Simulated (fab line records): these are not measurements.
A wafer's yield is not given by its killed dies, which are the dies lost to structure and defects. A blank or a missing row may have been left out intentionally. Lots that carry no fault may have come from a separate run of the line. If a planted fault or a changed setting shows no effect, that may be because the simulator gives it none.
The tool behind it: which one? | flow n5 finfet | Sampling: 9 lots, 26 wafers, 8 of 1938 route steps

WHAT THE GAUGES READ, wafer by wafer
N5_ZERO_LAYER_INSPECT_20: inspects for defects (darkfield).
lot  | measured    | on                | raw defect count
L670 | day 3 01:26 | defect inspect-02 | 28 83 34
L671 | day 3 07:32 | defect inspect-02 | 14 26 22
L675 | day 4 07:44 | defect inspect-01 | 37 37 23
L681 | day 5 19:17 | defect inspect-02 | 26 27 445
L682 | day 6 01:24 | defect inspect-02 | 24 30 39
L683 | day 6 07:15 | defect inspect-01 | 474 27 487
L684 | day 6 13:24 | defect inspect-01 | 43 476 40
L685 | day 6 19:23 | defect inspect-02 | 68 41 49
L687 | day 7 07:19 | defect inspect-02 | 21 38

N5_WELL_APT_OVL_MEAS_09.
lot  | measured    | on         | NWELL_OVL (nm)
L670 | day 3 01:47 | overlay-01 | -1 -5 -7
L671 | day 3 08:00 | overlay-02 | 4 6 7
L675 | day 4 08:04 | overlay-01 | -4 5 -6
L681 | day 5 19:37 | overlay-02 | 5 7 3
L682 | day 6 01:52 | overlay-01 | 4 13 2
L683 | day 6 07:43 | overlay-02 | 10 7 12
L684 | day 6 13:44 | overlay-02 | 4 7 9
L685 | day 6 19:50 | overlay-01 | 1 4 -1
L687 | day 7 07:40 | overlay-02 | 2 -3

N5_WELL_APT_INSPECT_10: inspects for defects (macro).
lot  | measured    | on                | raw defect count
L670 | day 3 01:48 | defect inspect-01 | 3 1 4
L671 | day 3 08:01 | defect inspect-02 | 2 2 2
L675 | day 4 08:05 | defect inspect-02 | 3 1 2
L681 | day 5 19:38 | defect inspect-02 | 8 4 >300
L682 | day 6 01:53 | defect inspect-02 | 1 4 2
L683 | day 6 07:44 | defect inspect-01 | >300 2 >300
L684 | day 6 13:46 | defect inspect-02 | 1 >300 1
L685 | day 6 19:52 | defect inspect-01 | 2 2 0
L687 | day 7 07:41 | defect inspect-01 | 3 0

N5_WELL_APT_INSPECT_38: inspects for defects (darkfield).
lot  | measured    | on                | raw defect count
L670 | day 3 04:44 | defect inspect-02 | 20 24 13
L671 | day 3 10:54 | defect inspect-02 | 9 10 6
L675 | day 4 10:59 | defect inspect-02 | 16 19 23
L681 | day 5 22:55 | defect inspect-01 | 16 8 421
L682 | day 6 04:56 | defect inspect-02 | 24 5 18
L683 | day 6 10:35 | defect inspect-01 | 436 12 475
L684 | day 6 16:46 | defect inspect-01 | 17 447 12
L685 | day 6 22:59 | defect inspect-02 | 10 10 9
L687 | day 7 10:28 | defect inspect-02 | 9 12

N5_PMOS_HMC_CHANNEL_EPI_THK_MEAS_22.
lot  | measured    | on            | HMC_CMP_THK (nm)
L670 | day 3 07:32 | film metro-02 | 55.8 52.0 52.5
L671 | day 3 13:41 | film metro-01 | 52.8 53.4 53.2
L675 | day 4 14:03 | film metro-02 | 55.5 54.6 54.0
L681 | day 6 01:57 | film metro-01 | 52.8 54.7 54.9
L682 | day 6 07:44 | film metro-02 | 55.9 56.2 54.1
L683 | day 6 13:42 | film metro-01 | 54.8 54.3 54.4
L684 | day 6 20:01 | film metro-02 | 52.6 55.2 52.9
L685 | day 7 02:10 | film metro-01 | 55.3 55.5 56.3
L687 | day 7 13:16 | film metro-01 | 54.0 55.2

N5_BEOL_M4_RC_MEAS_101.
lot  | measured     | on        | DIBL_N (mV/V)  | DIBL_P (mV/V)  | IOFF_N (nA/um) | IOFF_P (nA/um) | ION_N (uA/um) | ION_P (uA/um) | SS_N (mV/dec)  | SS_P (mV/dec)  | VT_N (mV)   | VT_P (mV)
L670 | day 9 13:09  | prober-02 | 38.0 39.4 34.8 | 36.7 38.2 32.6 | 0.21 0.22 0.13 | 0.23 0.24 0.16 | 690 699 684   | 468 469 462   | 71.7 72.1 71.1 | 73.6 74.7 72.6 | 246 249 253 | -250 -248 -253
L671 | day 9 11:29  | prober-02 | 37.2 34.5 38.6 | 36.0 33.0 38.7 | 0.17 0.13 0.20 | 0.22 0.18 0.26 | 678 658 677   | 465 457 469   | 72.8 71.3 72.6 | 73.9 72.6 73.6 | 248 250 246 | -248 -250 -246
L675 | day 10 16:55 | prober-02 | 34.7 41.5 35.7 | 34.0 41.0 35.2 | 0.14 0.31 0.15 | 0.24 0.40 0.25 | 676 701 664   | 480 489 473   | 70.9 72.6 70.8 | 73.9 74.7 72.8 | 251 239 253 | -245 -237 -245
L681 | day 11 20:49 | prober-02 | 38.1 40.9 38.4 | 35.3 38.5 35.4 | 0.18 0.22 0.16 | 0.24 0.30 0.23 | 688 693 669   | 475 478 459   | 72.0 72.2 71.9 | 73.1 74.1 73.5 | 249 243 252 | -246 -244 -248
L682 | day 12 20:48 | prober-02 | 34.6 30.4 39.2 | 34.2 29.0 40.9 | 0.13 0.08 0.25 | 0.19 0.12 0.31 | 664 636 695   | 457 441 474   | 70.7 69.9 71.6 | 73.0 71.5 74.1 | 252 259 242 | -251 -257 -244
L683 | day 12 20:40 | prober-01 | 33.8 36.8 38.4 | 32.3 36.9 38.7 | 0.13 0.18 0.23 | 0.18 0.25 0.27 | 664 682 700   | 461 468 479   | 71.4 71.5 71.8 | 72.0 72.8 73.7 | 253 247 242 | -252 -249 -248
L684 | day 13 05:25 | prober-02 | 38.8 37.5 37.8 | 40.2 39.5 38.9 | 0.22 0.20 0.18 | 0.29 0.29 0.25 | 696 696 679   | 472 480 466   | 72.0 72.4 72.2 | 74.7 74.3 74.3 | 247 245 249 | -244 -244 -245
L685 | day 13 03:29 | prober-01 | 37.4 39.8 38.5 | 36.0 41.2 37.6 | 0.18 0.25 0.21 | 0.20 0.31 0.23 | 687 707 683   | 459 480 460   | 71.9 73.3 72.8 | 73.4 74.3 73.8 | 249 244 247 | -252 -249 -250
L687 | day 13 11:31 | prober-02 | 36.7 37.7      | 37.9 40.2      | 0.20 0.22      | 0.26 0.31      | 686 701       | 474 487       | 72.2 72.3      | 73.6 74.8      | 243 242     | -244 -241

TOOL THAT RAN EACH LOT (tool first, then ch and the chambers of the sampled wafers, then the start)
lot  | N5_ZERO_LAYER_ETCH_17             | N5_PMOS_HMC_CHANNEL_EPI_CMP_21
L670 | rie diel-03 ch 0,1,2, day 3 00:55 | cmp-02 ch 0,1,2, day 3 07:14
L671 | rie diel-03 ch 0,1, day 3 07:00   | cmp-04 ch 0,1,2, day 3 13:26
L675 | rie diel-03 ch 1,2,3, day 4 07:11 | cmp-03 ch 0,2, day 4 13:47
L681 | rie diel-03 ch 1,2,3, day 5 18:43 | cmp-03 ch 0,2,3, day 6 01:39
L682 | rie diel-01 ch 0,1,3, day 6 00:52 | cmp-03 ch 0,1,2, day 6 07:34
L683 | rie diel-03 ch 2,3, day 6 06:43   | cmp-04 ch 2,3, day 6 13:24
L684 | rie diel-03 ch 0,2, day 6 12:52   | cmp-03 ch 1,2, day 6 19:43
L685 | rie diel-01 ch 0,1,2, day 6 18:51 | cmp-03 ch 0,2,3, day 7 01:53
L687 | rie diel-01 ch 0,3, day 7 06:49   | cmp-03 ch 1,2, day 7 13:07
- N5_ZERO_LAYER_ETCH_17: etches SiO2 in CF4, target depth 12 nm, time 13.3 s.
- N5_PMOS_HMC_CHANNEL_EPI_CMP_21: polishes SiGe30, target thk 54 nm.

WHAT THE TOOLS THEMSELVES READ (means of the sampled wafers that have a number; where no wafer has one, the mark that the record gives instead)
N5_ZERO_LAYER_ETCH_17.
lot  | tool        | drypump motor current A (A) | oes product au (a.u.) | rf vpp V (V) | showerhead plenum p Torr (Torr) | throttle valve pct (%)
L670 | rie diel-03 | 6.1                         | 0.77                  | 952          | 2.18                            | 15.64
L671 | rie diel-03 | 6.0                         | 0.77                  | 951          | 2.20                            | 15.59
L675 | rie diel-03 | 6.2                         | 0.83                  | 952          | 2.19                            | 15.62
L681 | rie diel-03 | 6.2                         | 0.81                  | 951          | 2.18                            | 15.63
L682 | rie diel-01 | 5.7                         | 0.71                  | 949          | 2.15                            | 15.62
L683 | rie diel-03 | 6.5                         | 0.80                  | 951          | 2.19                            | 15.57
L684 | rie diel-03 | 6.2                         | 0.75                  | 951          | 2.20                            | 15.57
L685 | rie diel-01 | 5.4                         | 0.78                  | 950          | 2.16                            | 15.62
L687 | rie diel-01 | 5.7                         | 0.72                  | 950          | 2.17                            | 15.71

N5_PMOS_HMC_CHANNEL_EPI_CMP_21.
lot  | tool   | motor current A (A) | slurry flow ml min
L670 | cmp-02 | 11.1                | 150.4
L671 | cmp-04 | 12.6                | 150.1
L675 | cmp-03 | 10.8                | 149.8
L681 | cmp-03 | 11.3                | 150.2
L682 | cmp-03 | 11.5                | 149.9
L683 | cmp-04 | 12.7                | 150.4
L684 | cmp-03 | 11.5                | 150.4
L685 | cmp-03 | 11.5                | 150.3
L687 | cmp-03 | 11.1                | 149.6

THE ANSWER, worked out from the rows above alone
Rule: usual is defined by the lots themselves. Put in order of their means at a reading, lots are off if they are a third of the lots or fewer, leave a main group of 4 or more, and stand apart from it by a gap of 3 or more times the standard deviation of the main group's means; of several such gaps the widest counts. The tables above print the reading to a certain number of digits; a main group whose means all agree to those digits is not used. A lot without any number at a reading at which 4 lots or more have one is off too. The other lots that the step has rows for count as sound. First the gauges in route order, then the tools' own readings, where a lot's mean is used as printed above. At the first step where some lot is off, the reading lying furthest off is the one used; lots without a number count as furthest.
Off at N5_ZERO_LAYER_INSPECT_20 (raw defect count): L681, L683, L684. Mean 36 and standard deviation 11 in the main group.
If a tool, at a process step before that reading, ran all the lots that are off and no sound lot after the first of them, it fits. Those tools and the gauges at N5_ZERO_LAYER_INSPECT_20 are tried in the same way. One fits: N5_ZERO_LAYER_ETCH_17 on rie diel-03. A fault onset in the window from L675 (day 4 07:11, its last sound lot) to L681 (day 5 18:43, its first lot off) fits.

WHAT HAD BEEN PUT IN BY THE SIMULATOR
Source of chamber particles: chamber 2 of rie diel-03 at N5_ZERO_LAYER_ETCH_17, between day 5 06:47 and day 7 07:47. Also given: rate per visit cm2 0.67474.
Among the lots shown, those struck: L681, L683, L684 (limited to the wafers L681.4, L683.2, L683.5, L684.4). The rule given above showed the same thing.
